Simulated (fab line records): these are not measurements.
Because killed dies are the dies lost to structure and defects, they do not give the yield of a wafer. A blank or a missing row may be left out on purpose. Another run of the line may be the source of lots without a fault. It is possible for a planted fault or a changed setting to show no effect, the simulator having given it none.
A lot that was struck, set against a sound lot || flow nand_harc || 15 steps out of a route of 1159
Sound: the wafers L421.1, L421.3, L421.5. Struck: wafer L429.5. (L429.6 of the same lot was not struck and is left out.) The cause comes at the end.
For every step that has rows: the tool of each side, followed by ch and its chambers, followed by its first start. Under that, the readings that differ: sound wafers || struck wafers || difference of the means || sigmas: that difference in standard deviations of wafers without a fault.
alike: words and numbers the same on both sides, and readings whose means are apart by under 2 such deviations; not compared: readings that were withheld, readings missing a value for some wafer, numbers with overlapping values and no deviation given by the record, and bounds like >300 which may hide the same value.
A row with sigmas, a row that says differs or no value, or rows on one side alone: a step with any of these is where the two part. Numbers that have no deviation but don't overlap get no sigmas and don't part them. A reading that every wafer of one side lacks parts them only if that side has two wafers or more.

NHARC_A_SGD_CUT_THK_MEAS_22: measures by ellipsometry.
  sound on film_metro-01 at day 16 05:43; struck on film_metro-01 at day 18 09:16
  alike: thk_nm
then, 2 steps without rows for these wafers: NHARC_A_SGD_CUT_SRD_23; NHARC_A_SGD_CUT_ETCH_26 (etches SiO2 in dHF, target depth 45.8 nm).
NHARC_A_SGD_CUT_ETCHBACK_24: etches the open film in CH3F/O2, target depth 50 nm, time 92.857 s.
  sound on rie_diel-12 ch 1,2, day 16 05:56; struck on rie_diel-12 ch 2, day 18 09:32
{"reading": "drypump_motor_current_A (A)", "sound": "6.6 5.0 6.6", "struck": 5.0, "difference": -1.1, "sigmas": -2}
  alike: oes_product_au, rf_vpp_V, showerhead_plenum_p_Torr, throttle_valve_pct
  not compared: rf_hours_counter_h
NHARC_A_SGD_CUT_STRIP_28: strips in O2, time 20 s.
  sound: rie_diel-12 ch 0,2; struck: rie_diel-12 ch 0
{"reading": "drypump_motor_current_A (A)", "sound": "6.7 4.9 5.0", "struck": 6.7, "difference": "+1.2", "sigmas": "+3"}
  alike: oes_product_au, rf_vpp_V, showerhead_plenum_p_Torr, throttle_valve_pct
  not compared: rf_hours_counter_h
NHARC_A_SGD_CUT_INSPECT_25:
  sound on defect_inspect-02 at day 16 06:11; struck on defect_inspect-02 at day 18 09:44
  alike: raw_defect_count
NHARC_A_SLIT_DEP_25: deposits SiO2, target thk 200 nm.
  sound on pecvd-02 ch 0,1,2, day 16 06:17; struck on pecvd-01 ch 0, day 18 10:01
  alike: heater_power_w, showerhead_vpp_V, throttle_valve_pct
NHARC_A_SLIT_DEP_00: deposits aC, target thk 3200 nm.
  sound on acl_dep-03 ch 0, day 16 07:17; struck on acl_dep-03 ch 0, day 18 14:17
  alike: throttle_valve_pct
NHARC_A_SLIT_DEP_23: deposits SiON, target thk 100 nm.
  sound on pecvd-04 ch 0,1,2, day 16 09:22; struck on pecvd-04 ch 2, day 18 15:10
{"reading": "heater_power_w (W)", "sound": "662 667 795", "struck": 929, "difference": "+221", "sigmas": "+3"}
  alike: showerhead_vpp_V
then, 3 steps without rows for these wafers: NHARC_A_SLIT_DEHYDRATE_01 (time 120 s); NHARC_A_SLIT_HMDS_02 (time 30 s); NHARC_A_SLIT_COAT_03 (resist thk 90 nm).
NHARC_A_SLIT_SOFTBAKE_04: time 55 s.
  sound on litho_track-04 ch 0, day 16 09:00; struck on litho_track-01 ch 0, day 18 15:00
{"reading": "heater_power_total_W (W)", "sound": "188.52 188.75 188.37", "struck": 197.08, "difference": "+8.53", "sigmas": "+61"}
following that, these wafers have no rows for 1 step: NHARC_A_SLIT_EBR_05.
NHARC_END_SORT_01:
  the record has rows for the sound wafers here (prober-01 ch 0, day 21 01:44) and none for the struck ones

WHERE THEY PART
At NHARC_A_SGD_CUT_ETCHBACK_24 first; at NHARC_END_SORT_01 last (within this record only).

WHY: whatever the simulator had introduced
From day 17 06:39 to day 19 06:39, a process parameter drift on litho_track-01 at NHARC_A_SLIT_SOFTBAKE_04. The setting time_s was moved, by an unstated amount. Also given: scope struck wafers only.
